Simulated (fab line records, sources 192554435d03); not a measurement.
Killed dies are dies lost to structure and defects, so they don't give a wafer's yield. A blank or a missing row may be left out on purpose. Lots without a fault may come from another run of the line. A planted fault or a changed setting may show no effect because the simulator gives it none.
A struck lot beside a sound one | flow n5_finfet | 16 steps out of a route of 1938
Sound: wafers L225.2, L225.3, L225.5. Struck: wafers L223.1, L223.2, L223.3. The cause comes at the end.
At each step with rows: each side's tool, then ch and its chambers, then its first start. Under that, the readings that differ: sound wafers | struck wafers | difference of the means | sigmas: that difference in standard deviations of wafers without a fault.
alike: readings whose means differ by less than 2 such deviations, and words and numbers that are the same on both sides. not compared: withheld readings, readings that some wafer has no value for, bounds like >300 that may hide the same value, and numbers for which the record gives no deviation and whose values overlap.
The two part at a step that has a row with sigmas, a row that says differs or no value, or rows on one side only. Numbers that don't overlap but have no deviation are shown without sigmas and don't part them. A reading that every wafer of one side lacks parts them only if that side has two wafers or more.

first, 4 steps without rows for these wafers: N5_BEOL_M4_SOFTBAKE_23 (time 60 s); N5_BEOL_M4_EXPOSE_25 (exposes mask V3, defocus 5 nm); N5_BEOL_M4_PEB_26 (peb time 60 s); N5_BEOL_M4_DEVELOP_27 (develop time 30 s).
N5_BEOL_M4_CD_MEAS_28: target cd 26.2 nm, target cd y 24.1 nm.
  sound on cd_sem-02 ch 0, day 10 05:13; struck on cd_sem-02 ch 0, day 10 05:02
  alike: cd_nm
N5_BEOL_M4_OVL_MEAS_29:
  sound on overlay-02 ch 0, day 10 05:15; struck on overlay-01 ch 0, day 10 05:04
  alike: V3_OVL
N5_BEOL_M4_INSPECT_30: inspects for defects (brightfield).
  sound on defect_inspect-02, day 10 05:18; struck on defect_inspect-01, day 10 05:07
  reading          | sound       | struck      | difference | sigmas
  raw_defect_count | 572 678 667 | 389 357 359 | -271       | -2
N5_BEOL_M4_DESCUM_33: chemistry O2, time 7 s.
  sound on rie_diel-02 ch 0,1,2, day 10 05:20; struck on rie_diel-02 ch 0,1,2, day 10 05:10
  alike: bias_power_w, drypump_motor_current_A, oes_product_au, rf_vpp_V, showerhead_plenum_p_Torr, throttle_valve_pct
  not compared: rf_hours_counter_h
N5_BEOL_M4_ETCH_77: etches underlayer in N2/H2, target depth 6.5 nm, time 5.2 s.
  sound on rie_diel-02 ch 0,1,2, day 10 05:22; struck on rie_diel-02 ch 0,1,2, day 10 05:11
  alike: drypump_motor_current_A, etch_rf_on_time_s, n2_flow_sccm, oes_product_au, rf_vpp_V, showerhead_plenum_p_Torr, throttle_valve_pct
  not compared: rf_hours_counter_h
N5_BEOL_M4_ETCH_69: etches SiARC in CF4, target depth 15.6 nm, time 26 s.
  sound on rie_diel-02 ch 0,1,2, day 10 05:23; struck on rie_diel-02 ch 0,1,2, day 10 05:13
  alike: drypump_motor_current_A, etch_rf_on_time_s, oes_product_au, rf_vpp_V, showerhead_plenum_p_Torr, throttle_valve_pct
  not compared: rf_hours_counter_h
N5_BEOL_M4_ALD_98: deposits SiO2, target thk 2.5 nm, pulse time 1 s, co reactant pulse time 1 s.
  sound on ald_sin-04 ch 2,3, day 10 05:28; struck on ald_sin-02 ch 0,1,2, day 10 05:17
  alike: heater_power_w, precursor_pulse_height_rel
N5_BEOL_M4_ETCHBACK_99: etches SiO2 in CHF3, target depth 5 nm, time 10.4 s.
  sound on rie_diel-06 ch 1,2,3, day 10 13:53; struck on rie_diel-02 ch 0,2,3, day 10 09:16
  reading               | sound          | struck         | difference | sigmas
  oes_product_au (a.u.) | 0.87 0.92 0.98 | 0.78 0.68 0.76 | -0.18      | -2
  alike: drypump_motor_current_A, rf_vpp_V, showerhead_plenum_p_Torr, throttle_valve_pct
  not compared: rf_hours_counter_h
N5_BEOL_M4_ETCH_70: etches SOC in N2/H2, target depth 80 nm, overetch 24 nm, time 130 s.
  sound on rie_diel-06 ch 1,2,3, day 10 13:55; struck on rie_diel-02 ch 0,2,3, day 10 09:18
  reading               | sound             | struck            | difference | sigmas
  n2_flow_sccm (sccm)   | 200.1 199.9 198.7 | 200.8 201.2 201.3 | +1.5       | +3
  oes_product_au (a.u.) | 0.64 0.69 0.72    | 0.57 0.51 0.57    | -0.13      | -2
  temp_c (C)            | 40.19 40.04 40.16 | 37.77 37.49 37.65 | -2.49      | -25
  alike: drypump_motor_current_A, rf_vpp_V, showerhead_plenum_p_Torr, throttle_valve_pct
  not compared: rf_hours_counter_h
then, 1 step without rows for these wafers: N5_BEOL_M4_STRIP_71 (strips in N2/H2).
N5_BEOL_M4_RC_MEAS_101:
  sound on prober-01 ch 0, day 10 18:22; struck on prober-01 ch 0, day 10 13:37
  reading   | sound          | struck         | difference | sigmas
  VT_P (mV) | -250 -246 -248 | -257 -253 -258 | -8         | -2
  alike: DIBL_N, DIBL_P, IOFF_N, IOFF_P, ION_N, ION_P, SS_N, SS_P, VT_N
-- the record jumps here: 4 days lie between the struck wafers' starts before and after (it left off in module BEOL_M4 and takes up again in module PASSIVATION, whose first step shown is number 1936 of the route) --
N5_PASSIVATION_PROBE_49:
  sound on prober-02, day 15 01:19; struck on prober-01, day 14 23:17
  alike: defect_limited_yield, killed_at_M0_to_M3, killed_at_M4_up, killed_at_contacts, killed_at_front_end, killed_at_other, killed_dies, killed_open, killed_short, sort_bin_4_leakage, sort_bin_5_function, sort_bin_6_memory, sort_bin_8_speed, sort_n_pass, sort_yield_pct

WHERE THEY PART
First at N5_BEOL_M4_INSPECT_30; last, within this record, at N5_BEOL_M4_RC_MEAS_101. Later steps at which nothing parts them and some readings are alike: N5_PASSIVATION_PROBE_49.

WHY: what the simulator had put in
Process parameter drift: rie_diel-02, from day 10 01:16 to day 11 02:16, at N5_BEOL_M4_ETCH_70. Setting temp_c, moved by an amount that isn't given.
